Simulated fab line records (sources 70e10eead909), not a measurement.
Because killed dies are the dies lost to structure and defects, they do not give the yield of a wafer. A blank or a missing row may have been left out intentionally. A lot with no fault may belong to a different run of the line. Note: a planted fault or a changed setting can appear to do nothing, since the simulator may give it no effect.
fab line records | flow nandHarc
record: lots: 6 | wafers: 18 | lastDay: 24
route steps=1159 shown A_M0@1005 END@1159
lots that met no fault: from a run of the same line without faults
startH: start of the lot's first displayed wafer, in hours after the record's first day | waitH: how many hours have passed since the lot's step before this one | " unchanged from the row above | L1.1+2: several wafers, shown together as one row | - no value present, or no start provided | * or withheld: withheld | < > ~ a bound
route shown NAME@n: a module of which the file shows steps, and the number in the route of the first | usual: mean/standard deviation taken from wafers without a fault | same: alike in all rows | chamber/n: place in a boat | sites: each site's reading | _std_site: standard deviation across them | _edge_site: the outer-site mean with the inner-site mean subtracted | radiusMm: for every site, how far away it sits from the centre of the wafer | mask NAME#n: copy n | behind: the last tool/chamber to shape the wafer | hold: cause of the lot's hold/its duration in hours/its outcome | device: the transistor (n, p or np) that didn't switch | end of line: tests run on the same wafers once the route is complete | a step given without rows: its recipe and nothing more | killed: the dies lost at the first sort to structure and to defects; this is not the yield of the wafer | map: per-die view of a wafer (x killed, . not killed, _ where there is no die)
set.NAME: the setting as run; set.NAME@STEP: as run at that earlier step | model.NAME: the simulator's own value behind a step, which no gauge read
a table for each step, a row for each wafer; lots at some steps of the route
services: when a tool's chamber went out of use (startH, in hours from the record's first day, below 0 if earlier), for how many hours, and the reason
== steps ==
step: NHARC_A_M0_OVL_MEAS_10
recipe: pitchNm: 160
usual: overlayXNm: 0.0/0.96 | overlayYNm: 0.2/0.74
lot.wafer | tool       | chamber | startH | waitH | overlayXNm | overlayYNm
L616.1    | overlay-02 | -       | 413.27 | -     | -1.6       | 0.0
L616.5    | "          | -       | "      | "     | -2.5       | 1.1
L616.6    | "          | -       | "      | "     | -1.5       | 0.7
L622.1    | overlay-01 | -       | 453.44 | -     | -2.3       | -0.7
L622.5    | "          | -       | "      | "     | -1.6       | 0.6
L622.6    | "          | -       | "      | "     | -2.3       | 0.1
L621.1    | overlay-01 | -       | 453.80 | -     | -1.3       | -0.9
L621.4    | "          | -       | "      | "     | -0.3       | -0.8
L621.6    | "          | -       | "      | "     | -0.3       | -0.7
L624.1    | overlay-01 | -       | 464.64 | -     | -0.6       | -0.2
L624.4    | "          | -       | "      | "     | -0.3       | -0.1
L624.6    | "          | -       | "      | "     | -0.5       | -0.2
L628.4    | overlay-02 | -       | 505.05 | -     | 0.6        | -0.7
L628.5    | "          | -       | "      | "     | 0.8        | -0.9
L628.6    | "          | -       | "      | "     | 0.7        | -0.3
L632.1    | overlay-01 | -       | 529.84 | -     | 1.0        | 1.0
L632.2    | "          | -       | "      | "     | 0.9        | 0.7
L632.4    | "          | -       | "      | "     | 0.8        | 1.6
step: NHARC_A_M0_INSPECT_11
usual: rawDefectCount: 32/15
lot.wafer | tool             | chamber | startH | waitH | rawDefectCount
L616.1    | defectInspect-01 | -       | 413.31 | 0.0   | 19
L616.5    | "                | -       | "      | "     | 18
L616.6    | "                | -       | "      | "     | 13
L622.1    | defectInspect-02 | -       | 453.48 | 0.0   | 29
L622.5    | "                | -       | "      | "     | 32
L622.6    | "                | -       | "      | "     | 20
L621.1    | defectInspect-01 | -       | 453.83 | 0.0   | 21
L621.4    | "                | -       | "      | "     | 32
L621.6    | "                | -       | "      | "     | 25
L624.1    | defectInspect-02 | -       | 464.67 | 0.0   | 49
L624.4    | "                | -       | "      | "     | 37
L624.6    | "                | -       | "      | "     | 44
L628.4    | defectInspect-02 | -       | 505.08 | 0.0   | 28
L628.5    | "                | -       | "      | "     | 46
L628.6    | "                | -       | "      | "     | 45
L632.1    | defectInspect-01 | -       | 529.88 | 0.0   | 46
L632.2    | "                | -       | "      | "     | 58
L632.4    | "                | -       | "      | "     | 61
step: NHARC_A_M0_DESCUM_14
recipe: timeS: 3 | o2FlowSccm: 200 | arFlowSccm: 0 | biasPowerW: 0 | chemistry: O2
usual: chamberPressureMTorr: 60.00/0.052 | drypumpMotorCurrentA: 5.8/0.4 | oesProductAu: 1.000/0.0065 | rfVppV: 57.8/0.89 | showerheadPlenumPTorr: 1.92/0.077 | throttleValvePct: 11.310/0.0085
same: timeS: 3
lot.wafer | tool       | chamber | startH | waitH | chamberPressureMTorr | drypumpMotorCurrentA | oesProductAu | rfHoursCounterH | rfVppV | showerheadPlenumPTorr | throttleValvePct
L616.1    | rieDiel-06 | 2       | 413.38 | 0.1   | 60.03                | 6.3                  | 1.001        | 14              | 58.1   | 2.00                  | 11.324
L616.5    | "          | 1       | "      | "     | 59.99                | 5.4                  | 0.995        | -               | 58.5   | 1.90                  | 11.311
L616.6    | "          | 2       | "      | "     | 60.03                | 6.4                  | 1.008        | -               | 59.3   | 2.00                  | 11.303
L622.1    | rieDiel-07 | 3       | 453.54 | 0.1   | 59.99                | 5.8                  | 0.996        | 3               | 58.6   | 1.94                  | 11.311
L622.6    | "          | 1       | "      | "     | 59.97                | 5.6                  | 0.996        | -               | 58.6   | 2.06                  | 11.303
L622.5    | "          | 2       | "      | "     | 60.03                | 6.1                  | 1.001        | -               | 55.5   | 1.95                  | 11.299
L621.1    | rieDiel-06 | 0       | 453.90 | 0.1   | 60.02                | 5.9                  | 1.005        | 2               | 57.1   | 1.81                  | 11.322
L621.4    | "          | 1       | "      | "     | 59.98                | 5.4                  | 0.989        | 2               | 58.2   | 1.90                  | 11.321
L621.6    | "          | 3       | "      | "     | 59.98                | 5.3                  | 1.008        | -               | 59.0   | 1.90                  | 11.305
L624.1    | rieDiel-13 | 3       | 464.74 | 0.1   | 60.02                | 5.8                  | 1.001        | 0               | 58.9   | 2.02                  | 11.325
L624.4    | "          | 2       | "      | "     | 60.01                | 5.9                  | 0.991        | 0               | 55.9   | 1.79                  | 11.300
L624.6    | "          | 3       | "      | "     | 59.97                | 5.8                  | 0.998        | -               | 59.1   | 2.02                  | 11.314
L628.4    | rieDiel-13 | 0       | 505.14 | 0.1   | 59.98                | 6.3                  | 0.999        | 4               | 57.0   | 1.90                  | 11.319
L628.5    | "          | 0       | "      | "     | 60.07                | 6.3                  | 0.995        | -               | 56.2   | 1.90                  | 11.301
L628.6    | "          | 1       | "      | "     | 59.92                | 5.6                  | 0.992        | -               | 57.6   | 1.91                  | 11.311
L632.1    | rieDiel-06 | 0       | 529.94 | 0.1   | 60.07                | 5.9                  | 1.015        | 7               | 56.6   | 1.81                  | 11.312
L632.2    | "          | 1       | "      | "     | 60.12                | 5.4                  | 1.004        | 7               | 57.1   | 1.90                  | 11.307
L632.4    | "          | 2       | "      | "     | 60.00                | 6.4                  | 1.004        | 7               | 59.0   | 1.99                  | 11.309
step: NHARC_A_M0_ETCH_34
recipe: targetDepthA: 400 | overetchA: 120 | timeS: 43.94 | ionEnergyEv: 200 | n2FlowSccm: 150 | h2FlowSccm: 150 | arFlowSccm: 0 | rfW: 400 | biasW: 150 | chemistry: N2/H2
usual: chamberPressureMTorr: 29.998/0.028 | drypumpMotorCurrentA: 5.8/0.37 | h2FlowSccm: 149.9/0.43 | oesProductAu: 0.998/0.0065 | rfVppV: 430.9/2.6 | showerheadPlenumPTorr: 2.05/0.087 | throttleValvePct: 14.171/0.0098
same: timeS: 43.94
lot.wafer | tool       | chamber | startH | waitH | chamberPressureMTorr | drypumpMotorCurrentA | h2FlowSccm | oesProductAu | rfHoursCounterH | rfVppV | showerheadPlenumPTorr | throttleValvePct
L616.1    | rieDiel-06 | 2       | 413.47 | 0.1   | 29.996               | 6.4                  | 149.6      | 0.998        | 14              | 432.1  | 2.13                  | 14.169
L616.6    | "          | 0       | "      | "     | 29.992               | 5.9                  | 150.4      | 0.984        | -               | 428.2  | 1.93                  | 14.181
L616.5    | "          | 1       | "      | "     | 29.985               | 5.4                  | 149.1      | 0.989        | -               | 430.4  | 2.02                  | 14.162
L622.1    | rieDiel-07 | 2       | 453.65 | 0.1   | 29.967               | 6.1                  | 150.4      | 1.000        | 4               | 431.8  | 2.08                  | 14.176
L622.6    | "          | 3       | "      | "     | 29.984               | 5.8                  | 150.3      | 0.981        | -               | 430.5  | 2.06                  | 14.182
L622.5    | "          | 1       | "      | "     | 29.940               | 5.6                  | 150.5      | 1.002        | -               | 433.9  | 2.19                  | 14.155
L621.1    | rieDiel-06 | 2       | 453.99 | 0.1   | 30.050               | 6.4                  | 149.2      | 0.998        | 2               | 431.9  | 2.13                  | 14.183
L621.4    | "          | 3       | "      | "     | 30.011               | 5.4                  | 149.4      | 0.997        | 3               | 429.1  | 2.03                  | 14.169
L621.6    | "          | 2       | "      | "     | 29.982               | 6.4                  | 149.8      | 0.997        | -               | 432.9  | 2.13                  | 14.156
L624.4    | rieDiel-13 | 3       | 464.83 | 0.1   | 29.976               | 5.8                  | 149.9      | 0.997        | 0               | 433.8  | 2.15                  | 14.170
L624.1    | "          | 0       | "      | "     | 29.995               | 6.3                  | 150.9      | 1.002        | 0               | 428.5  | 2.03                  | 14.161
L624.6    | "          | 2       | "      | "     | 29.995               | 5.9                  | 149.2      | 1.002        | -               | 426.2  | 1.90                  | 14.179
L628.4    | rieDiel-13 | 1       | 505.23 | 0.1   | 30.024               | 5.6                  | 150.2      | 1.006        | 4               | 431.3  | 2.04                  | 14.162
L628.5    | "          | 0       | "      | "     | 30.000               | 6.3                  | 150.3      | 0.999        | -               | 432.0  | 2.03                  | 14.171
L628.6    | "          | 1       | "      | "     | 29.988               | 5.6                  | 150.0      | 1.012        | -               | 429.9  | 2.04                  | 14.171
L632.1    | rieDiel-06 | 1       | 530.02 | 0.1   | 30.032               | 5.4                  | 149.8      | 1.002        | 7               | 429.0  | 2.02                  | 14.157
L632.2    | "          | 3       | "      | "     | 30.042               | 5.3                  | 148.9      | 0.993        | 8               | 428.2  | 2.02                  | 14.178
L632.4    | "          | 0       | "      | "     | 30.008               | 5.9                  | 149.8      | 0.993        | 7               | 427.7  | 1.93                  | 14.167
step: NHARC_A_M0_ETCH_15
recipe: targetDepthA: 1500 | overetchA: 150 | timeS: 82.5 | c4f8FlowSccm: withheld | arFlowSccm: 400 | rfW: 600 | biasW: 300 | chemistry: C4F8/Ar
step: NHARC_A_M0_CD_MEAS_16
usual: cdNm: 80.2/0.68
lot.wafer | tool     | chamber | startH | waitH | cdNm
L616.1    | cdSem-03 | -       | 413.67 | -     | 80.2
L616.5    | "        | -       | "      | "     | 80.2
L616.6    | "        | -       | "      | "     | 80.7
L622.1    | cdSem-02 | -       | 453.88 | -     | 80.0
L622.5    | "        | -       | "      | "     | 80.3
L622.6    | "        | -       | "      | "     | 79.7
L621.1    | cdSem-02 | -       | 454.19 | -     | 81.6
L621.4    | "        | -       | "      | "     | 80.8
L621.6    | "        | -       | "      | "     | 80.7
L624.1    | cdSem-02 | -       | 465.04 | -     | 80.5
L624.4    | "        | -       | "      | "     | 81.0
L624.6    | "        | -       | "      | "     | 79.7
L628.4    | cdSem-03 | -       | 505.45 | -     | 80.6
L628.5    | "        | -       | "      | "     | 80.1
L628.6    | "        | -       | "      | "     | 80.1
L632.1    | cdSem-01 | -       | 530.24 | -     | 81.5
L632.2    | "        | -       | "      | "     | 80.4
L632.4    | "        | -       | "      | "     | 80.0
step: NHARC_A_M0_STRIP_18
recipe: powerW: 1000 | n2FlowSccm: 150 | h2FlowSccm: 150 | arFlowSccm: 0 | biasW: 0 | chemistry: N2/H2
usual: chamberPressureMTorr: 30.000/0.024 | drypumpMotorCurrentA: 5.8/0.4 | h2FlowSccm: 150.0/0.43 | oesProductAu: 0.998/0.0063 | rfVppV: 90.8/0.88 | showerheadPlenumPTorr: 2.04/0.083 | throttleValvePct: 14.172/0.0095
lot.wafer | tool       | chamber | startH | waitH | chamberPressureMTorr | drypumpMotorCurrentA | h2FlowSccm | oesProductAu | rfHoursCounterH | rfVppV | showerheadPlenumPTorr | throttleValvePct
L616.1    | rieDiel-13 | 0       | 413.79 | 0.1   | 29.977               | 6.3                  | 149.5      | 0.997        | 12              | 90.2   | 2.03                  | 14.173
L616.5    | "          | 2       | "      | "     | 30.004               | 5.9                  | 150.6      | 1.003        | -               | 91.2   | 1.90                  | 14.190
L616.6    | "          | 3       | "      | "     | 30.016               | 5.8                  | 149.8      | 1.008        | -               | 90.3   | 2.15                  | 14.189
L622.1    | rieDiel-07 | 1       | 453.95 | 0.1   | 30.003               | 5.6                  | 149.7      | 0.991        | 4               | 92.5   | 2.19                  | 14.179
L622.6    | "          | 2       | "      | "     | 30.012               | 6.0                  | 149.5      | 0.984        | -               | 90.8   | 2.08                  | 14.163
L622.5    | "          | 3       | "      | "     | 30.007               | 5.8                  | 149.6      | 0.995        | -               | 90.5   | 2.06                  | 14.178
L621.1    | rieDiel-06 | 2       | 454.29 | 0.1   | 30.019               | 6.4                  | 149.8      | 0.991        | 2               | 91.5   | 2.13                  | 14.181
L621.4    | "          | 0       | "      | "     | 30.027               | 5.9                  | 149.0      | 1.002        | 2               | 91.0   | 1.93                  | 14.167
L621.6    | "          | 1       | "      | "     | 29.975               | 5.4                  | 150.1      | 0.988        | -               | 91.3   | 2.02                  | 14.183
L624.4    | rieDiel-06 | 0       | 465.11 | 0.1   | 30.000               | 5.9                  | 150.1      | 0.994        | 3               | 89.9   | 1.93                  | 14.168
L624.1    | "          | 1       | "      | "     | 29.987               | 5.5                  | 150.4      | 0.985        | 3               | 90.5   | 2.02                  | 14.171
L624.6    | "          | 0       | "      | "     | 30.033               | 5.9                  | 150.4      | 0.994        | -               | 89.1   | 1.93                  | 14.184
L628.4    | rieDiel-06 | 1       | 505.54 | 0.1   | 29.965               | 5.4                  | 149.9      | 0.992        | 6               | 89.8   | 2.02                  | 14.162
L628.6    | "          | 0       | "      | "     | 30.036               | 5.9                  | 150.1      | 0.996        | -               | 90.4   | 1.93                  | 14.166
L628.5    | "          | 1       | "      | "     | 30.009               | 5.4                  | 149.7      | 0.994        | -               | 89.6   | 2.02                  | 14.166
L632.1    | rieDiel-13 | 2       | 530.31 | 0.1   | 30.014               | 6.0                  | 150.4      | 0.982        | 5               | 91.4   | 1.90                  | 14.171
L632.2    | "          | 3       | "      | "     | 29.964               | 5.8                  | 149.6      | 0.991        | 5               | 92.1   | 2.15                  | 14.172
L632.4    | "          | 1       | "      | "     | 30.019               | 5.6                  | 150.9      | 0.993        | 6               | 90.6   | 2.04                  | 14.181
step: NHARC_A_M0_STRIP_19
recipe: timeS: 600 | tempC: 30 | chemistry: postEtchResidueRemover
step: NHARC_A_M0_DEGAS_28
recipe: tempC: 250 | timeS: 60
usual: heaterPowerW: 349/35
same: timeS: 60
lot.wafer | tool          | chamber | startH | waitH | heaterPowerW
L616.1    | pvdSputter-01 | -       | 414.31 | -     | 404
L616.6    | "             | -       | "      | "     | 365
L616.5    | "             | -       | "      | "     | 367
L622.1    | pvdSputter-03 | -       | 454.55 | -     | 325
L622.5    | "             | -       | "      | "     | 300
L622.6    | "             | -       | "      | "     | 320
L621.4    | pvdSputter-03 | -       | 454.83 | -     | 312
L621.1    | "             | -       | "      | "     | 322
L621.6    | "             | -       | "      | "     | 327
L624.1    | pvdSputter-01 | -       | 465.65 | -     | 385
L624.4    | "             | -       | "      | "     | 375
L624.6    | "             | -       | "      | "     | 359
L628.4    | pvdSputter-03 | -       | 506.08 | -     | 328
L628.5    | "             | -       | "      | "     | 388
L628.6    | "             | -       | "      | "     | 308
L632.2    | pvdSputter-03 | -       | 530.85 | -     | 305
L632.1    | "             | -       | "      | "     | 329
L632.4    | "             | -       | "      | "     | 386
step: NHARC_A_M0_PRE_CLEAN_29
recipe: timeS: 30 | tempC: 280 | gas: H2/He
usual: heaterPowerW: 430/44
same: timeS: 30
lot.wafer | tool          | chamber | startH | waitH | heaterPowerW
L616.1    | pvdSputter-01 | -       | -      | -     | 485
L616.5    | "             | -       | "      | "     | 452
L616.6    | "             | -       | "      | "     | 470
L622.1    | pvdSputter-03 | -       | -      | -     | 401
L622.6    | "             | -       | "      | "     | 378
L622.5    | "             | -       | "      | "     | 402
L621.4    | pvdSputter-03 | -       | -      | -     | 396
L621.1    | "             | -       | "      | "     | 372
L621.6    | "             | -       | "      | "     | 462
L624.4    | pvdSputter-01 | -       | -      | -     | 435
L624.1    | "             | -       | "      | "     | 483
L624.6    | "             | -       | "      | "     | 442
L628.4    | pvdSputter-03 | -       | -      | -     | 409
L628.5    | "             | -       | "      | "     | 465
L628.6    | "             | -       | "      | "     | 388
L632.2    | pvdSputter-03 | -       | -      | -     | 396
L632.4    | "             | -       | "      | "     | 380
L632.1    | "             | -       | "      | "     | 368
step: NHARC_A_M0_PVD_20
recipe: targetThkA: 50 | biasV: 168.6 | powerW: 15000 | chamberPressurePa: 0.12 | timeS: 8.06 | substrateTempC: 50 | material: TaN
step: NHARC_A_M0_PVD_21
recipe: targetThkA: 300 | chamberPressurePa: 5 | powerW: 5000 | substrateTempC: 30 | timeS: 20.49 | material: Cu
step: NHARC_A_M0_ECD_22
recipe: targetThkA: 4000 | bathTempC: 25 | material: Cu
lot.wafer  | tool     | chamber | startH | waitH
L616.1+5+6 | ecdCu-01 | 0,0,1   | 414.65 | -
L622.1+5+6 | ecdCu-02 | 1,0,1   | 454.95 | -
L621.1+4+6 | ecdCu-02 | 0,0,1   | 455.55 | -
L624.1+4+6 | ecdCu-02 | 1       | 466.01 | -
L628.4+6+5 | ecdCu-01 | 0,1,0   | 506.59 | -
L632.1+2+4 | ecdCu-01 | 0,1,0   | 531.34 | -
step: NHARC_A_M0_ANNEAL_30
recipe: tempC: 225 | timeS: 90
step: NHARC_A_M0_CMP_23
recipe: tOverpolishS: 20 | targetThkNm: 113.75
usual: edgeZonePressureFrac: 0.999/0.0049 | motorCurrentA: 12.2/1 | padLifeWafers: 199/160 | timeToEndpointS: 27.9/1.9
lot.wafer | tool   | chamber | startH | waitH | edgeZonePressureFrac | motorCurrentA | padLifeWafers | timeToEndpointS
L616.1    | cmp-04 | 3       | 415.47 | -     | 0.992                | 13.2          | 74            | 26.7
L616.6    | "      | 1       | "      | "     | 1.006                | 13.9          | -             | 26.4
L616.5    | "      | 2       | "      | "     | 0.996                | 11.3          | -             | 23.4
L622.1    | cmp-03 | 2       | 455.66 | -     | 0.994                | 11.2          | 1             | 28.9
L622.6    | "      | 1       | "      | "     | 1.004                | 11.3          | -             | 29.2
L622.5    | "      | 2       | "      | "     | 0.996                | 10.9          | -             | 28.7
L621.4    | cmp-04 | 0       | 456.28 | -     | 0.999                | 12.8          | 349           | 24.7
L621.1    | "      | 1       | "      | "     | 0.995                | 12.9          | 350           | 27.3
L621.6    | "      | 0       | "      | "     | 0.993                | 12.7          | -             | 29.0
L624.1    | cmp-03 | 3       | 466.82 | -     | 0.999                | 12.3          | 68            | 26.2
L624.4    | "      | 0       | "      | "     | 0.998                | 13.1          | 69            | 28.1
L624.6    | "      | 1       | "      | "     | 1.009                | 11.3          | -             | 29.1
L628.4    | cmp-02 | 3       | 507.23 | -     | 0.997                | 11.1          | 480           | 46.2
L628.5    | "      | 3       | "      | "     | 1.000                | 11.0          | -             | 44.4
L628.6    | "      | 0       | "      | "     | 0.993                | 13.7          | -             | 29.2
L632.4    | cmp-04 | 3       | 532.07 | -     | 0.999                | 12.5          | 126           | 47.1
L632.2    | "      | 0       | "      | "     | 1.001                | 12.6          | 127           | 29.5
L632.1    | "      | 1       | "      | "     | 1.005                | 13.2          | 128           | 46.3
step: NHARC_A_M0_THK_MEAS_24
recipe: thkMeasGauge: xrf
usual: thkNm: 113.2/1.2
lot.wafer | tool         | chamber | startH | waitH | thkNm
L616.1    | filmMetro-02 | -       | 415.73 | -     | 113.0
L616.5    | "            | -       | "      | "     | 113.2
L616.6    | "            | -       | "      | "     | 111.0
L622.1    | filmMetro-01 | -       | 455.94 | -     | 111.9
L622.5    | "            | -       | "      | "     | 111.5
L622.6    | "            | -       | "      | "     | 113.6
L621.1    | filmMetro-01 | -       | 456.58 | -     | 114.4
L621.4    | "            | -       | "      | "     | 113.8
L621.6    | "            | -       | "      | "     | 114.2
L624.1    | filmMetro-01 | -       | 467.08 | -     | 114.0
L624.4    | "            | -       | "      | "     | 114.1
L624.6    | "            | -       | "      | "     | 112.6
L628.4    | filmMetro-02 | -       | 507.55 | -     | 112.7
L628.5    | "            | -       | "      | "     | 112.5
L628.6    | "            | -       | "      | "     | 113.6
L632.1    | filmMetro-01 | -       | 532.39 | -     | 113.0
L632.2    | "            | -       | "      | "     | 114.0
L632.4    | "            | -       | "      | "     | 113.5
step: NHARC_END_SORT_01
recipe: tempC: 25
usual: defectLimitedYield: 95.0/1.7 | killedAtArray: 29/12 | killedAtOther: 0.7/1 | killedAtPeriphery: 4/3.2 | killedDies: 34/12 | killedOpen: 3.4/2 | killedShort: 1.8/1.3 | sort_bin_2_pct: 1.6/0.7 | sort_bin_3_pct: 0.26/0.23 | sort_bin_4_pct: 3.1/1.1 | sortNPass: 643/12 | sortRimYieldPct: 96.4/2.6 | sortYieldPct: 95.0/1.7
same: grossDies: 677 | sort_bin_5_pct[%]: 0 | sort_bin_6_pct[%]: 0 | sort_bin_7_pct[%]: 0 | sort_bin_8_pct[%]: 0 | sortRimNGross: 106.00
lot.wafer | tool      | chamber | startH | waitH | defectLimitedYield[%] | killedAtArray | killedAtOther | killedAtPeriphery | killedDies | killedOpen | killedShort | sort_bin_2_pct[%] | sort_bin_3_pct[%] | sort_bin_4_pct[%] | sortNPass | sortRimYieldPct[%] | sortYieldPct[%]
L621.1    | prober-02 | 0       | 497.43 | 2.5   | 95.9                  | 24            | 0             | 4                 | 28         | 8          | 1           | 1.2               | 0                 | 3.0               | 649       | 98.1               | 95.9
L621.4    | prober-02 | 0       | 499.81 | 3.4   | 95.7                  | 21            | 0             | 8                 | 29         | 3          | 0           | 1.3               | 0.15              | 2.8               | 648       | 91.5               | 95.7
L621.6    | prober-02 | 0       | 501.41 | 4.0   | 94.5                  | 27            | 0             | 10                | 37         | 6          | 4           | 1.2               | 0.30              | 4.0               | 640       | 96.2               | 94.5
L628.4    | prober-02 | 0       | 546.94 | 3.4   | 94.4                  | 29            | 6             | 3                 | 38         | 5          | 4           | 1.9               | 0.15              | 3.5               | 639       | 97.2               | 94.4
L628.5    | prober-02 | 0       | 547.75 | 3.7   | 93.5                  | 43            | 0             | 1                 | 44         | 2          | 3           | 1.6               | 1.33              | 3.5               | 633       | 97.2               | 93.5
L628.6    | prober-02 | 0       | 548.55 | 4.0   | 94.4                  | 34            | 1             | 3                 | 38         | 5          | 3           | 1.8               | 0.74              | 3.1               | 639       | 91.5               | 94.4
L632.1    | prober-02 | 0       | 573.93 | 2.5   | 93.1                  | 44            | 2             | 1                 | 47         | 6          | 3           | 2.7               | 0.15              | 4.1               | 630       | 96.2               | 93.1
L632.2    | prober-02 | 0       | 574.73 | 2.8   | 93.9                  | 38            | 1             | 2                 | 41         | 4          | 0           | 2.1               | 0                 | 4.0               | 636       | 92.5               | 93.9
L632.4    | prober-02 | 0       | 576.33 | 3.4   | 91.9                  | 53            | 1             | 1                 | 55         | 6          | 3           | 3.1               | 0.30              | 4.7               | 622       | 95.3               | 91.9
killed by level:class
L621.1 A_CHANNEL_HOLE_D1:chamberFilmFlake=12 A_BLC:geometricParticle:open=4 A_STAIRCASE:chamberFilmFlake=4 P_M1:geometricParticle:open=2 A_WL_FILL:geometricParticle:short=1 A_CONTACT:geometricParticle:open=1 A_M0:geometricParticle:open=1 P_ZERO_WELL:chamberFilmFlake=1
L621.4 A_CHANNEL_HOLE_D1:chamberFilmFlake=10 P_ZERO_WELL:chamberFilmFlake=4 A_CONTACT:chamberFilmFlake=4 P_GATE:chamberFilmFlake=3 A_WL_FILL:chamberFilmFlake=3 A_STAIRCASE:chamberFilmFlake=2 P_GATE:geometricParticle:open=1 A_CONTACT:geometricParticle:open=1
L621.6 A_CHANNEL_HOLE_D1:chamberFilmFlake=14 P_ZERO_WELL:chamberFilmFlake=5 A_WL_FILL:geometricParticle:open=2 A_BLC:geometricParticle:short=2 P_STI:chamberFilmFlake=2 P_GATE:chamberFilmFlake=2 A_WL_FILL:chamberFilmFlake=2 P_M0:geometricParticle:open=1
L628.4 A_CHANNEL_HOLE_D1:chamberFilmFlake=8 A_STAIRCASE:chamberFilmFlake=6 A_CONTACT:chamberFilmFlake=6 THIN_TSV:chamberFilmFlake=4 A_CONTACT:geometricParticle:open=3 P_STI:chamberFilmFlake=3 A_CHANNEL_HOLE_D1:geometricParticle:open=1 A_CHANNEL_FILL_D1:geometricParticle:short=1
L628.5 A_CHANNEL_HOLE_D1:chamberFilmFlake=23 A_STAIRCASE:chamberFilmFlake=8 A_CONTACT:chamberFilmFlake=5 A_SLIT:chamberFilmFlake=2 P_M2:geometricParticle:short=1 A_SOURCE_PLATE:geometricParticle:open=1 A_CHANNEL_HOLE_D1:geometricParticle:short=1 A_WL_FILL:geometricParticle:short=1
L628.6 A_CONTACT:chamberFilmFlake=14 A_CHANNEL_HOLE_D1:chamberFilmFlake=10 A_STAIRCASE:chamberFilmFlake=6 P_GATE:geometricParticle:short=2 P_M0:geometricParticle:open=1 A_SOURCE_PLATE:geometricParticle:open=1 A_ONON_D1:geometricParticle:open=1 A_BLC:geometricParticle:short=1
L632.1 A_CHANNEL_HOLE_D1:chamberFilmFlake=16 A_SLIT:chamberFilmFlake=12 A_STAIRCASE:chamberFilmFlake=5 A_ONON_D1:geometricParticle:short=2 A_SGD_CUT:geometricParticle:open=2 A_CONTACT:geometricParticle:open=2 A_CONTACT:chamberFilmFlake=2 THIN_TSV:chamberFilmFlake=2
L632.2 A_SLIT:chamberFilmFlake=15 A_CHANNEL_HOLE_D1:chamberFilmFlake=13 A_STAIRCASE:chamberFilmFlake=6 P_M0:geometricParticle:open=2 A_SGD_CUT:geometricParticle:open=1 A_CONTACT:geometricParticle:open=1 A_WL_FILL:chamberFilmFlake=1 A_CONTACT:chamberFilmFlake=1
L632.4 A_CHANNEL_HOLE_D1:chamberFilmFlake=22 A_SLIT:chamberFilmFlake=16 A_STAIRCASE:chamberFilmFlake=5 A_CONTACT:geometricParticle:open=4 A_WL_FILL:chamberFilmFlake=2 P_M0:geometricParticle:short=1 A_CHANNEL_HOLE_D1:geometricParticle:open=1 A_SGD_CUT:geometricParticle:short=1
== services ==
tool          | chamber | startH | hours | kind
cmp-04        | -       | 399.81 | 4.0   | pm
rieDiel-07    | -       | 405.20 | 9.0   | pm
rieDiel-06    | -       | 418.20 | 9.0   | pm
cmp-02        | -       | 422.50 | 4.0   | pm
ecdCu-01      | -       | 424.15 | 6.5   | repair
rieDiel-07    | 0       | 432.15 | 26.6  | repair
cmp-04        | -       | 432.19 | 0.6   | repair
cmp-03        | -       | 440.93 | 2.2   | repair
pvdSputter-03 | -       | 444.97 | 5.4   | repair
rieDiel-13    | -       | 445.81 | 0.5   | repair
ecdCu-01      | -       | 448.12 | 8.0   | pm
cmp-03        | -       | 451.48 | 4.0   | pm
rieDiel-13    | -       | 453.00 | 9.0   | pm
pvdSputter-03 | -       | 458.00 | 10.0  | pm
pvdSputter-01 | -       | 472.80 | 9.2   | repair
rieDiel-07    | -       | 478.60 | 0.2   | repair
rieDiel-07    | 2       | 496.16 | 5.7   | repair
ecdCu-01      | -       | 497.42 | 0.6   | repair
cmp-04        | -       | 497.81 | 4.0   | pm
cmp-04        | -       | 502.99 | 2.9   | repair
cmp-04        | -       | 507.28 | 2.1   | repair
pvdSputter-03 | -       | 515.57 | 6.9   | repair
pvdSputter-01 | -       | 527.17 | 10.0  | pm
ecdCu-02      | -       | 532.00 | 8.0   | pm
== key ==
firstSign: step: NHARC_A_M0_CMP_23 | reading: timeToEndpointS | direction: up | sigmas: 9.3 | usual: * | struck: *
effect none on later readings
metAt NHARC_A_M0_ECD_22
struckWafers L628.4,L628.5,L632.1,L632.4
onsetBetween 414.65 506.59
fault: kind: processParameterDrift | tool: ecdCu-01 | chamber: 0 | onsetH: 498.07 | steps: NHARC_A_M0_ECD_22 | channel: targetThkA | offset: * | shape: step | endH: 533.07 | actsIn: * | stated: *
